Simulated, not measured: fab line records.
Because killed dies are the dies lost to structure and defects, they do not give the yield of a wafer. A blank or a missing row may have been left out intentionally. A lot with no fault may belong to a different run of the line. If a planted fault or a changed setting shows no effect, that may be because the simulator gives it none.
Problem report in the 8D (eight disciplines) form, filled by code || flow n5Finfet || the parts of the form that need people (team, actions taken, sign-off) are left out

1. WHAT IS WRONG
Mean of rfFwdPowerW at N5_HKMG_FIN_ETCH_35: 2274 W across 6 wafers in 2 lots; on wafers with no fault it is 2993 W (standard deviation 9.9). That is -73 standard deviations from the usual mean.
The step: etches SOC in N2/H2, target depth 215.8 nm, time 243.4 s.
Earliest sighting: wafer L216.1 on rieDiel-02 at day 7 04:52. The record has a number at this step for 27 wafers belonging to 9 lots. Rule for "out" (also "out of limits"): further than 4 standard deviations from the usual mean. All remaining wafers that have a number are taken as sound.

2. WHAT IT IS, WHAT IT ISN'T
{"question": "which readings at this step", "is": "rfFwdPowerW, rfVppV", "is not": "drypumpMotorCurrentA, h2FlowSccm, showerheadPlenumPTorr, throttleValvePct"}
{"question": "which lots", "is": "L216, L218", "is not": "L205, L208, L211, L214, L224, L225, L226"}
{"question": "which wafers of those lots", "is": "all that have a number", "is not": "-"}
{"question": "read on which tools", "is": "rieDiel-02", "is not": "rieDiel-03, rieDiel-04"}
{"question": "when", "is": "from day 7 04:52", "is not": "up to then (12 sound wafers); but 9 sound wafers of L224, L225, L226 came after"}

3. SUSPECTS, AND WHAT RULES EACH OUT
Counting: a tool at a process step up to the reading stays a suspect if it ran every lot that is out and no sound lot after the first of them.
- rieDiel-02 at N5_HKMG_FIN_ETCH_35 (etches SOC in N2/H2, target depth 215.8 nm, time 243.4 s): kept. It ran every lot that is out, first L216 (day 7 04:52), and no sound lot after that; its last sound lot up to then is L214 (day 6 17:36). On those wafers its own readings are out: rfFwdPowerW, rfVppV.
Remaining after the count: rieDiel-02 at N5_HKMG_FIN_ETCH_35.

4. THE CAUSE (what the simulator had put in)
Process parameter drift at N5_HKMG_FIN_ETCH_35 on rieDiel-02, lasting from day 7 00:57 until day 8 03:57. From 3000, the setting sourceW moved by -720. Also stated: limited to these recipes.
After counting, this tool was the only one left.

5. SEQUENCE OF EFFECTS, ordered by route
One row per reading whose mean, taken over the struck wafers that have a number, lies over 3 standard deviations from the usual. Only readings for which the record gives a usual standard deviation are gone through. hours: the time from each lot's start at the first step in this table that gives one to its start at this step, as a median over the lots. sigmas: the change in usual standard deviations.
{"hours": 0, "step": "N5_HKMG_FIN_ETCH_35", "reading": "rfFwdPowerW", "usual": "2993 W", "on struck wafers": 2274, "change": -720, "sigmas": -73}
{"hours": 0, "step": "N5_HKMG_FIN_ETCH_35", "reading": "rfVppV", "usual": "141.5 V", "on struck wafers": 155.1, "change": "+13.6", "sigmas": "+15"}
The process steps in it:
- N5_HKMG_FIN_ETCH_35: etches SOC in N2/H2, target depth 215.8 nm, time 243.4 s.
Later steps that measure or inspect, where all struck wafers having a row at the step show a number for every such reading and not one has moved that far: N5_BEOL_M4_RC_MEAS_101.

6. HOW IT WOULD HAVE BEEN CAUGHT EARLIER
In this record the first reading out of limits was taken at day 7 04:52, 4 hours after the fault began at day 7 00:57.
